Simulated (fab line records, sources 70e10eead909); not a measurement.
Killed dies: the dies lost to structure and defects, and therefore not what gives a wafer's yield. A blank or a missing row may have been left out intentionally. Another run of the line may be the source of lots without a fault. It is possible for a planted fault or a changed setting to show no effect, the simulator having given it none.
Which tool was responsible? | flow nandHarc | 7 lots, 21 wafers sampled, at 3 steps of a route of 1302

== WHAT EACH GAUGE READ, for each wafer ==
NHARC_P_ZERO_WELL_INSPECT_43.
lot  | measured     | on               | rawDefectCount
L134 | day 2 13:49  | defectInspect-02 | 6 13 6
L136 | day 3 09:20  | defectInspect-01 | 14 14 9
L143 | day 6 07:36  | defectInspect-02 | 310 294 311 310 293 306
L148 | day 8 09:52  | defectInspect-02 | 12 17 12
L152 | day 10 02:10 | defectInspect-02 | 13 24 17
L154 | day 10 21:48 | defectInspect-02 | 23 12 12
L156 | day 11 17:30 | defectInspect-02 | 25 10 18

== WHICH TOOL RAN EACH LOT (tool, then ch and the chambers of the sampled wafers, then the start) ==
lot  | NHARC_P_ZERO_WELL_PECVD_02      | NHARC_P_ZERO_WELL_ETCH_63
L134 | pecvd-03 ch 0,1,2, day 2 06:26  | rieSi-03 ch 0,2,3, day 2 07:43
L136 | pecvd-03 ch 0,2, day 3 02:32    | rieSi-05 ch 1,2,3, day 3 03:41
L143 | pecvd-02 ch 1,2, day 6 00:27    | rieSi-03 ch 0,1,3, day 6 01:41
L148 | pecvd-01 ch 0,1,2, day 8 02:32  | rieSi-02 ch 0,1,3, day 8 03:45
L152 | pecvd-01 ch 0,2, day 9 18:27    | rieSi-02 ch 1,3, day 9 20:13
L154 | pecvd-01 ch 0,1,2, day 10 14:34 | rieSi-03 ch 1,2, day 10 15:40
L156 | pecvd-02 ch 0,1,2, day 11 10:27 | rieSi-05 ch 0,3, day 11 11:35
- NHARC_P_ZERO_WELL_PECVD_02: deposits SiO2, target thk 10 nm.
- NHARC_P_ZERO_WELL_ETCH_63: etches the open film in HBr/Cl2, target depth 120 nm, time 40.1 s.

== THE ANSWER, worked out from the rows above alone ==
Rule: what is usual is taken from the lots themselves. Put in order of their means at a reading, lots are off if they are a third of the lots or fewer, leave a main group of 4 or more, and stand apart from it by a gap of 3 or more times the standard deviation of the main group's means; of several such gaps the widest counts. If all means in a main group match to the digits the tables above print for the reading, that group is not used. A lot without any number at a reading at which 4 lots or more have one is off too. Where the step has rows for the other lots, those lots are counted as sound.
Off at NHARC_P_ZERO_WELL_INSPECT_43 (rawDefectCount): L143. The main group: mean 14, standard deviation 3.3.
If a tool, at a process step before that reading, ran all the lots that are off and no sound lot after the first of them, it fits. The gauges at NHARC_P_ZERO_WELL_INSPECT_43 are tried like those tools. No candidate that was tried fits.

== WHAT HAD BEEN PUT IN BY THE SIMULATOR ==
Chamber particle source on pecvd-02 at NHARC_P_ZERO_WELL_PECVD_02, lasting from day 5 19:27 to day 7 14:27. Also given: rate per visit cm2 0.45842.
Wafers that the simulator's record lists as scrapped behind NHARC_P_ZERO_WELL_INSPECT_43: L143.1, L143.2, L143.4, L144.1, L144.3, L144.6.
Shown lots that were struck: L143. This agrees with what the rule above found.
